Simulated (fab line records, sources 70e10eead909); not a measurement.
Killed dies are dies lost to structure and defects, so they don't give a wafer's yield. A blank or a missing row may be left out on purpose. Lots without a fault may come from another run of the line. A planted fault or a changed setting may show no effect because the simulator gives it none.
fab line records | flow nand_harc | part 1 of 2: steps 1 to 24 of 39
record lots=5 wafers=15 last_day=33
route steps=1302 shown A_STAIRCASE@787
lots that met no fault: from a run of the same line without faults
start_h: hours from the record's first day to the start of the lot's first wafer shown | wait_h: hours since the lot's step before | " the same as in the row above | L1.1+2: a row that stands for several wafers | - no value, or no start given | * or withheld: withheld | < > ~ a bound
route shown NAME@n: a module of which the file shows steps, and the number in the route of the first | usual: mean/standard deviation of fault-free wafers | same: alike in all rows | chamber/n: place in a boat | sites: the reading at each site | _std_site: their standard deviation | _edge_site: outer sites' mean less inner sites' | radius_mm: how far each site lies from the wafer's centre | mask NAME#n: copy n | behind: the tool/chamber that last shaped the wafer | hold: why the lot was held/for how many hours/how that ended | device: the transistor (n, p or np) that didn't switch | end of line: the same wafers' tests at the end of the route | a step without rows: its recipe alone | killed: dies lost to structure and defects at the first sort, not the wafer's yield | map: a wafer's dies, x killed, . not, _ none there
set.NAME: the setting as run; set.NAME@STEP: as run at that earlier step | model.NAME: the simulator's own value behind a step, which no gauge read
lots at some steps of the route; a table a step, a row a wafer
services: from which hour (start_h, from the record's first day; less than 0 if before it) a tool's chamber was out of use, for how many hours, and why
## steps
# step NHARC_A_STAIRCASE_STRIP_458
# recipe o2_flow_sccm=400 cos_flow_sccm=20 ar_flow_sccm=0 bias_w=0 chemistry=O2/COS
# columns lot.wafer tool chamber start_h wait_h
L086.2+1+4 rie_diel-02 1,3,3 - -
L089.4+2+5 rie_diel-05 0,3,0 - -
L088.1+2+5 rie_diel-02 1,0,1 - -
L090.2+1+6 rie_diel-04 1,0,1 - -
L097.4+3+2 rie_diel-04 0,1,2 - -
# step NHARC_A_STAIRCASE_ETCH_451
# recipe target_depth_a=300 overetch_a=30 time_s=16.5 ion_energy_ev=100 cf4_flow_sccm=80 o2_flow_sccm=20 ar_flow_sccm=0 rf_w=300 bias_w=100 chemistry=CF4/O2
# usual cf4_flow_sccm=79.96/0.25 drypump_motor_current_A=5.5/0.5 oes_product_au=1.000/0.0073 rf_vpp_V=197.3/1.3 showerhead_plenum_p_Torr=1.31/0.05 throttle_valve_pct=13.397/0.0089
# same time_s=16.5
# columns lot.wafer tool chamber start_h wait_h cf4_flow_sccm drypump_motor_current_A oes_product_au rf_hours_counter_h rf_vpp_V showerhead_plenum_p_Torr throttle_valve_pct
L086.1 rie_diel-02 3 - - 80.04 5.6 1.003 6 196.2 1.25 13.382
L086.2 " 0 " " 80.24 5.1 0.999 34 198.0 1.28 13.382
L086.4 " 1 " " 79.86 5.7 0.993 - 199.2 1.44 13.405
L089.2 rie_diel-05 1 - - 80.31 4.8 0.998 31 198.3 1.36 13.391
L089.4 " 3 " " 79.86 4.9 1.002 28 196.0 1.27 13.401
L089.5 " 1 " " 80.48 4.8 0.990 - 198.7 1.36 13.394
L088.1 rie_diel-02 0 - - 79.85 5.1 1.006 41 196.8 1.28 13.399
L088.2 " 2 " " 80.12 5.7 1.011 39 198.1 1.34 13.399
L088.5 " 0 " " 80.00 5.1 1.014 - 196.6 1.28 13.407
L090.2 rie_diel-04 0 - - 79.81 5.6 1.006 1 196.9 1.27 13.379
L090.1 " 3 " " 79.98 6.1 1.001 0 198.8 1.34 13.392
L090.6 " 1 " " 80.20 5.8 0.993 - 196.2 1.30 13.399
L097.3 rie_diel-04 3 - - 80.23 6.2 1.006 21 197.9 1.34 13.410
L097.2 " 0 " " 80.17 5.7 1.010 16 197.2 1.27 13.399
L097.4 " 1 " " 79.86 5.8 0.996 23 197.9 1.29 13.407
# step NHARC_A_STAIRCASE_ETCH_273
# recipe target_depth_a=1.02e+05 time_s=2468.6 ion_energy_ev=800 c4f8_flow_sccm=80 o2_flow_sccm=60 ar_flow_sccm=withheld rf_w=600 bias_w=3000 chemistry=C4F8/O2/Ar
# usual oes_product_au=0.939/0.015 rf_vpp_V=1823/10
# same time_s=2468.6
# columns lot.wafer tool chamber start_h wait_h oes_product_au rf_hours_counter_h rf_vpp_V
L086.2 rie_diel-02 0 - - 0.931 34 1816
L086.1 " 3 " " 0.931 7 1809
L086.4 " 3 " " 0.925 - 1811
L089.4 rie_diel-05 1 - - 0.924 31 1831
L089.2 " 2 " " 0.928 30 1822
L089.5 " 3 " " 0.931 - 1815
L088.2 rie_diel-02 1 - - 0.943 40 1844
L088.1 " 2 " " 0.936 40 1829
L088.5 " 0 " " 0.943 - 1815
L090.1 rie_diel-04 2 - - 0.946 1 1813
L090.2 " 3 " " 0.946 1 1827
L090.6 " 1 " " 0.932 - 1819
L097.3 rie_diel-04 2 - - 0.943 21 1812
L097.4 " 3 " " 0.933 22 1828
L097.2 " 0 " " 0.942 16 1814
# step NHARC_A_STAIRCASE_STRIP_274
# recipe o2_flow_sccm=500 ar_flow_sccm=0 bias_w=0 chemistry=O2
# usual drypump_motor_current_A=5.6/0.5 oes_product_au=1.000/0.0077 rf_vpp_V=57.6/1 showerhead_plenum_p_Torr=3.47/0.13 throttle_valve_pct=17.038/0.0093
# columns lot.wafer tool chamber start_h wait_h drypump_motor_current_A oes_product_au rf_hours_counter_h rf_vpp_V showerhead_plenum_p_Torr throttle_valve_pct
L086.2 rie_diel-02 3 - - 5.6 0.998 8 57.5 3.30 17.038
L086.4 " 1 " " 5.7 0.998 32 57.1 3.79 17.028
L086.1 " 2 " " 5.7 1.002 32 58.4 3.55 17.047
L089.2 rie_diel-05 2 - - 6.2 0.995 30 58.5 3.45 17.028
L089.4 " 1 " " 4.8 1.001 32 57.0 3.59 17.048
L089.5 " 3 " " 4.9 1.013 - 55.7 3.37 17.043
L088.2 rie_diel-02 3 - - 5.6 1.003 13 57.1 3.30 17.056
L088.1 " 0 " " 5.1 0.991 42 56.5 3.39 17.025
L088.5 " 2 " " 5.7 0.999 - 56.1 3.54 17.035
L090.2 rie_diel-04 3 - - 6.1 0.992 1 58.4 3.55 17.031
L090.1 " 0 " " 5.6 1.005 2 58.4 3.38 17.043
L090.6 " 2 " " 5.1 0.993 - 57.2 3.33 17.051
L097.4 rie_diel-04 1 - - 5.9 1.006 25 57.4 3.43 17.035
L097.3 " 3 " " 6.2 1.012 22 58.8 3.54 17.028
L097.2 " 0 " " 5.6 0.998 17 57.4 3.37 17.045
# step NHARC_A_STAIRCASE_STRIP_275
# recipe time_s=900 temp_c=130 chemistry=SPM
# same time_s=900
# columns lot.wafer tool chamber start_h wait_h
L086.1+4+2 wet_bench-04 2,4,5 497.45 -
L089.4+2+5 wet_bench-04 0,2,3 515.07 -
L088.5+2+1 wet_bench-09 1,4,5 516.87 -
L090.2+1+6 wet_bench-09 6,7,2 545.75 -
L097.3+2+4 wet_bench-09 3,5,6 604.36 -
# step NHARC_A_STAIRCASE_PRECLEAN_276
# recipe time_s=* temp_c=50 bath_age_min=0 chemistry=SC1
# usual diw_flow_mL_min=1415/4.5
# same bath_age_min=0 time_s=*
# columns lot.wafer tool chamber start_h wait_h diw_flow_mL_min
L086.1 wet_bench-04 2 - - 1409
L086.4 " 4 " " 1414
L086.2 " 5 " " 1413
L089.4 wet_bench-04 0 - - 1414
L089.2 " 2 " " 1425
L089.5 " 3 " " 1412
L088.5 wet_bench-09 1 - - 1412
L088.2 " 4 " " 1414
L088.1 " 5 " " 1418
L090.2 wet_bench-09 6 - - 1411
L090.1 " 7 " " 1412
L090.6 " 2 " " 1424
L097.3 wet_bench-09 3 - - 1417
L097.2 " 5 " " 1420
L097.4 " 6 " " 1423
# step NHARC_A_STAIRCASE_SRD_277
# columns lot.wafer tool chamber start_h wait_h
L086.1+4+2 wet_bench-04 2,4,5 - -
L089.4+2+5 wet_bench-04 0,2,3 - -
L088.5+2+1 wet_bench-09 1,4,5 - -
L090.2+1+6 wet_bench-09 6,7,2 - -
L097.3+2+4 wet_bench-09 3,5,6 - -
# step NHARC_A_STAIRCASE_HM_DEP_459
# recipe target_thk_a=15000 temp_c=400 material=aC
# usual throttle_valve_pct=34.999/0.0089
# columns lot.wafer tool chamber start_h wait_h throttle_valve_pct
L086.1 acl_dep-02 0 502.25 4.3 34.981
L086.2 " 0 " " 34.997
L086.4 " 0 " " 34.994
L089.2 acl_dep-03 0 515.88 0.4 34.995
L089.4 " 0 " " 35.006
L089.5 " 0 " " 34.981
L088.1 acl_dep-01 0 519.10 1.7 35.005
L088.2 " 0 " " 35.009
L088.5 " 0 " " 34.985
L090.1 acl_dep-02 0 546.27 0.1 35.007
L090.2 " 0 " " 35.003
L090.6 " 0 547.82 1.6 34.982
L097.2 acl_dep-03 0 605.73 0.9 35.003
L097.3 " 0 " " 35.000
L097.4 " 0 " " 35.006
# step NHARC_A_STAIRCASE_DEP_280
# recipe target_thk_a=300 target_thk_nm=30 temp_c=400 pressure_torr=3.5 flow_sccm=200 rf_w=350 material=SiON
# usual heater_power_w=790/100 showerhead_vpp_V=1122/42
# columns lot.wafer tool chamber start_h wait_h heater_power_w showerhead_vpp_V
L086.1 pecvd-03 1 504.12 1.6 730 1185
L086.2 " 2 " " 720 1172
L086.4 " 0 " " 754 1096
L089.2 pecvd-01 0 517.48 1.3 854 1073
L089.4 " 0 " " 858 1075
L089.5 " 1 " " 858 1072
L088.2 pecvd-03 0 520.97 1.3 820 1100
L088.1 " 1 " " 731 1162
L088.5 " 2 " " 659 1177
L090.2 pecvd-01 0 548.74 1.8 818 1093
L090.1 " 1 " " 812 1098
L090.6 " 1 " " 844 1090
L097.2 pecvd-03 0 607.42 1.4 872 1117
L097.3 " 1 " " 747 1208
L097.4 " 1 " " 747 1186
# step NHARC_A_STAIRCASE_DEHYDRATE_281
# recipe temp_c=150 time_s=120
# same time_s=120
# columns lot.wafer tool chamber start_h wait_h
L086.1+2+4 litho_track-07 0 504.36 0.2
L089.2+4+5 litho_track-03 0 517.73 0.2
L088.1+2+5 litho_track-03 0 521.24 0.2
L090.1+2+6 litho_track-07 0 548.98 0.2
L097.2+3+4 litho_track-02 0 607.67 0.2
# step NHARC_A_STAIRCASE_HMDS_282
# recipe time_s=30
# same time_s=30
# columns lot.wafer tool chamber start_h wait_h
L086.1+2+4 litho_track-07 0 - -
L089.2+4+5 litho_track-03 0 - -
L088.1+2+5 litho_track-03 0 - -
L090.1+2+6 litho_track-07 0 - -
L097.2+3+4 litho_track-02 0 - -
# step NHARC_A_STAIRCASE_COAT_283
# recipe spin_rpm=1200
# columns lot.wafer tool chamber start_h wait_h
L086.1+2+4 litho_track-07 0 - -
L089.2+4+5 litho_track-03 0 - -
L088.1+2+5 litho_track-03 0 - -
L090.1+2+6 litho_track-07 0 - -
L097.2+3+4 litho_track-02 0 - -
# step NHARC_A_STAIRCASE_SOFTBAKE_284
# recipe temp_c=135 time_s=170
# same time_s=170
# columns lot.wafer tool chamber start_h wait_h
L086.1+2+4 litho_track-07 0 - -
L089.2+4+5 litho_track-03 0 - -
L088.1+2+5 litho_track-03 0 - -
L090.1+2+6 litho_track-07 0 - -
L097.2+3+4 litho_track-02 0 - -
# step NHARC_A_STAIRCASE_EBR_285
# columns lot.wafer tool chamber start_h wait_h
L086.1+2+4 litho_track-07 0 - -
L089.2+4+5 litho_track-03 0 - -
L088.1+2+5 litho_track-03 0 - -
L090.1+2+6 litho_track-07 0 - -
L097.2+3+4 litho_track-02 0 - -
# step NHARC_A_STAIRCASE_EXPOSE_286
# recipe na=0.5 dose_mj=25.01 mask_id=CHOP_100
# columns lot.wafer tool chamber start_h wait_h mask
L086.1+2+4 krf_scanner-04 0 504.57 - CHOP_100#0
L089.2+4+5 krf_scanner-04 0 517.94 - CHOP_100#0
L088.1+2+5 krf_scanner-04 0 521.45 - CHOP_100#0
L090.1+2+6 krf_scanner-02 0 549.31 - CHOP_100#0
L097.2+3+4 krf_scanner-04 0 608.01 - CHOP_100#0
# step NHARC_A_STAIRCASE_PEB_287
# recipe peb_temp_c=115 peb_time_s=130
# columns lot.wafer tool chamber start_h wait_h
L086.1+2+4 litho_track-02 0 504.64 0.1
L089.2+4+5 litho_track-02 0 518.00 0.1
L088.1+2+5 litho_track-07 0 521.52 0.1
L090.1+2+6 litho_track-03 0 549.38 0.1
L097.2+3+4 litho_track-07 0 608.07 0.1
# step NHARC_A_STAIRCASE_DEVELOP_288
# recipe time_s=140
# same time_s=140
# columns lot.wafer tool chamber start_h wait_h
L086.1+2+4 litho_track-02 0 - -
L089.2+4+5 litho_track-02 0 - -
L088.1+2+5 litho_track-07 0 - -
L090.1+2+6 litho_track-03 0 - -
L097.2+3+4 litho_track-07 0 - -
# step NHARC_A_STAIRCASE_HARDBAKE_290
# recipe temp_c=120 time_s=140
# same time_s=140
# columns lot.wafer tool chamber start_h wait_h
L086.1+2+4 litho_track-03 0 504.85 -
L089.2+4+5 litho_track-07 0 518.22 -
L088.1+2+5 litho_track-02 0 521.73 -
L090.1+2+6 litho_track-07 0 549.60 -
L097.2+3+4 litho_track-03 0 608.29 -
# step NHARC_A_STAIRCASE_DESCUM_291
# recipe time_s=3 o2_flow_sccm=200 ar_flow_sccm=0 bias_power_w=0 chemistry=O2
# usual drypump_motor_current_A=5.6/0.41 oes_product_au=1.000/0.0077 rf_vpp_V=57.6/0.87 showerhead_plenum_p_Torr=1.89/0.087 throttle_valve_pct=11.311/0.0091
# same time_s=3
# columns lot.wafer tool chamber start_h wait_h drypump_motor_current_A oes_product_au rf_hours_counter_h rf_vpp_V showerhead_plenum_p_Torr throttle_valve_pct
L086.4 rie_diel-05 3 504.95 - 4.9 0.998 27 55.7 1.82 11.292
L086.1 " 0 " " 6.1 1.006 29 57.1 1.90 11.314
L086.2 " 2 " " 6.2 0.992 27 57.1 1.87 11.309
L089.4 rie_diel-02 2 518.32 - 5.7 0.998 40 58.3 1.92 11.315
L089.2 " 0 " " 5.1 0.998 42 57.1 1.83 11.325
L089.5 " 2 " " 5.7 1.007 - 57.8 1.92 11.321
L088.1 rie_diel-02 2 521.84 - 5.7 1.004 41 57.9 1.92 11.310
L088.2 " 0 " " 5.1 1.008 43 57.5 1.83 11.300
L088.5 " 1 " " 5.7 0.993 - 59.8 2.06 11.308
L090.1 rie_diel-02 1 549.71 - 5.7 0.987 52 57.9 2.06 11.303
L090.2 " 2 " " 5.7 1.009 49 57.4 1.92 11.309
L090.6 " 0 " " 5.1 0.992 - 57.9 1.83 11.301
L097.3 rie_diel-02 0 608.38 - 5.1 1.013 9 58.0 1.82 11.327
L097.4 " 1 " " 5.7 0.997 9 57.4 2.05 11.309
L097.2 " 2 " " 5.7 0.997 11 56.4 1.91 11.319
# step NHARC_A_STAIRCASE_ETCH_292
# recipe cf4_flow_sccm=100 chf3_flow_sccm=30 ar_flow_sccm=0 rf_w=500 bias_w=200 chemistry=CF4/CHF3
# usual cf4_flow_sccm=100.0/0.31 drypump_motor_current_A=5.6/0.41 oes_product_au=0.943/0.023 rf_vpp_V=369.9/2.3 showerhead_plenum_p_Torr=1.55/0.067 throttle_valve_pct=16.803/0.0083
# columns lot.wafer tool chamber start_h wait_h cf4_flow_sccm drypump_motor_current_A oes_product_au rf_hours_counter_h rf_vpp_V showerhead_plenum_p_Torr throttle_valve_pct
L086.2 rie_diel-05 0 505.03 0.1 100.0 6.1 0.925 29 370.1 1.56 16.790
L086.1 " 2 " " 100.4 6.2 0.921 27 369.0 1.54 16.805
L086.4 " 3 " " 100.5 4.9 0.918 27 367.9 1.50 16.817
L089.2 rie_diel-02 2 518.39 0.1 100.4 5.7 0.935 40 370.8 1.58 16.810
L089.4 " 0 " " 100.2 5.1 0.937 42 367.8 1.51 16.806
L089.5 " 3 " " 99.8 5.6 0.931 - 366.7 1.47 16.807
L088.2 rie_diel-02 2 521.92 0.1 99.2 5.8 0.926 41 371.0 1.58 16.802
L088.1 " 0 " " 100.0 5.1 0.932 43 369.0 1.51 16.796
L088.5 " 1 " " 99.4 5.7 0.926 - 373.8 1.69 16.792
L090.1 rie_diel-02 1 549.79 0.1 99.6 5.7 0.973 52 374.0 1.69 16.801
L090.2 " 2 " " 100.8 5.7 0.977 49 370.3 1.58 16.809
L090.6 " 0 " " 100.3 5.1 0.961 - 368.5 1.51 16.803
L097.3 rie_diel-02 3 608.47 0.1 99.5 5.6 0.918 11 367.3 1.46 16.800
L097.2 " 1 " " 100.3 5.7 0.936 9 375.2 1.68 16.809
L097.4 " 2 " " 100.3 5.7 0.927 11 371.4 1.57 16.792
# step NHARC_A_STAIRCASE_HM_OPEN_460
# recipe o2_flow_sccm=400 cos_flow_sccm=20 ar_flow_sccm=0 rf_w=500 bias_w=300 chemistry=O2/COS
# usual drypump_motor_current_A=5.6/0.41 oes_product_au=1.001/0.0065 rf_vpp_V=466.2/2.9 showerhead_plenum_p_Torr=3.08/0.13 throttle_valve_pct=28.328/0.0086
# columns lot.wafer tool chamber start_h wait_h drypump_motor_current_A oes_product_au rf_hours_counter_h rf_vpp_V showerhead_plenum_p_Torr throttle_valve_pct
L086.4 rie_diel-05 1 - - 4.8 1.002 29 468.0 3.18 28.310
L086.2 " 3 " " 4.9 1.001 27 462.7 2.98 28.328
L086.1 " 0 " " 6.1 1.012 29 468.1 3.10 28.318
L089.2 rie_diel-02 2 - - 5.7 1.007 40 466.0 3.14 28.337
L089.4 " 3 " " 5.6 1.010 14 464.4 2.92 28.329
L089.5 " 2 " " 5.7 1.012 - 468.2 3.14 28.315
L088.1 rie_diel-02 0 - - 5.1 1.001 43 464.5 3.00 28.325
L088.2 " 3 " " 5.6 1.000 14 462.3 2.92 28.335
L088.5 " 0 " " 5.1 1.010 - 464.3 3.00 28.324
L090.1 rie_diel-02 2 - - 5.7 1.007 49 465.4 3.13 28.327
L090.2 " 0 " " 5.1 0.998 52 464.5 2.99 28.322
L090.6 " 2 " " 5.7 1.014 - 467.6 3.13 28.318
L097.2 rie_diel-02 0 - - 5.1 1.008 9 463.5 2.98 28.323
L097.3 " 1 " " 5.7 1.000 9 471.5 3.33 28.346
L097.4 " 2 " " 5.7 0.997 11 467.6 3.12 28.308
# step NHARC_A_STAIRCASE_STRIP_461
# recipe o2_flow_sccm=400 cos_flow_sccm=20 ar_flow_sccm=0 bias_w=0 chemistry=O2/COS
# columns lot.wafer tool chamber start_h wait_h
L086.2+4+1 rie_diel-05 1,3,0 - -
L089.2+4+5 rie_diel-02 3,0,0 - -
L088.2+1+5 rie_diel-02 1,3,1 - -
L090.1+2+6 rie_diel-02 3,0,3 - -
L097.4+3+2 rie_diel-02 1,3,0 - -
# step NHARC_A_STAIRCASE_ETCH_452
# recipe target_depth_a=300 overetch_a=30 time_s=16.5 ion_energy_ev=100 cf4_flow_sccm=80 o2_flow_sccm=20 ar_flow_sccm=0 rf_w=300 bias_w=100 chemistry=CF4/O2
# usual cf4_flow_sccm=79.97/0.23 drypump_motor_current_A=5.6/0.41 oes_product_au=1.002/0.007 rf_vpp_V=197.4/1.5 showerhead_plenum_p_Torr=1.32/0.059 throttle_valve_pct=13.399/0.0087
# same time_s=16.5
# columns lot.wafer tool chamber start_h wait_h cf4_flow_sccm drypump_motor_current_A oes_product_au rf_hours_counter_h rf_vpp_V showerhead_plenum_p_Torr throttle_valve_pct
L086.2 rie_diel-05 3 - - 80.17 4.9 1.008 27 196.3 1.27 13.392
L086.4 " 0 " " 80.11 6.1 0.998 29 199.2 1.33 13.393
L086.1 " 2 " " 79.98 6.2 1.004 27 197.4 1.31 13.396
L089.2 rie_diel-02 2 - - 80.19 5.7 1.014 40 199.0 1.34 13.399
L089.4 " 3 " " 80.20 5.6 1.019 14 195.2 1.24 13.387
L089.5 " 2 " " 79.94 5.7 1.008 - 198.0 1.34 13.396
L088.2 rie_diel-02 3 - - 80.24 5.6 1.004 14 195.0 1.24 13.398
L088.1 " 2 " " 80.16 5.7 1.004 41 196.6 1.34 13.389
L088.5 " 3 " " 79.87 5.6 1.004 - 195.7 1.24 13.415
L090.1 rie_diel-02 0 - - 79.99 5.1 0.991 52 196.5 1.28 13.397
L090.2 " 1 " " 79.71 5.7 0.998 52 198.8 1.43 13.391
L090.6 " 0 " " 79.54 5.1 1.007 - 197.2 1.28 13.397
L097.3 rie_diel-02 1 - - 79.95 5.7 0.991 9 200.1 1.43 13.398
L097.4 " 2 " " 79.92 5.7 0.999 11 197.1 1.33 13.407
L097.2 " 3 " " 80.32 5.6 1.010 11 195.1 1.24 13.391
# step NHARC_A_STAIRCASE_ETCH_294
# recipe target_depth_a=49890 time_s=1211.6 ion_energy_ev=800 c4f8_flow_sccm=80 o2_flow_sccm=60 ar_flow_sccm=withheld rf_w=600 bias_w=3000 chemistry=C4F8/O2/Ar
# usual oes_product_au=0.935/0.0083 rf_vpp_V=1823/11
# same time_s=1211.6
# columns lot.wafer tool chamber start_h wait_h oes_product_au rf_hours_counter_h rf_vpp_V
L086.2 rie_diel-05 1 - - 0.935 29 1831
L086.1 " 2 " " 0.930 28 1822
L086.4 " 0 " " 0.936 29 1825
L089.2 rie_diel-02 3 - - 0.940 14 1810
L089.4 " 1 " " 0.928 41 1845
L089.5 " 3 " " 0.936 - 1809
L088.2 rie_diel-02 1 - - 0.935 42 1846
L088.1 " 0 " " 0.922 43 1815
L088.5 " 2 " " 0.946 - 1829
L090.1 rie_diel-02 1 - - 0.936 52 1843
L090.2 " 0 " " 0.931 52 1816
L090.6 " 1 " " 0.936 - 1845
L097.3 rie_diel-02 0 - - 0.944 10 1816
L097.4 " 1 " " 0.931 9 1844
L097.2 " 3 " " 0.943 11 1809
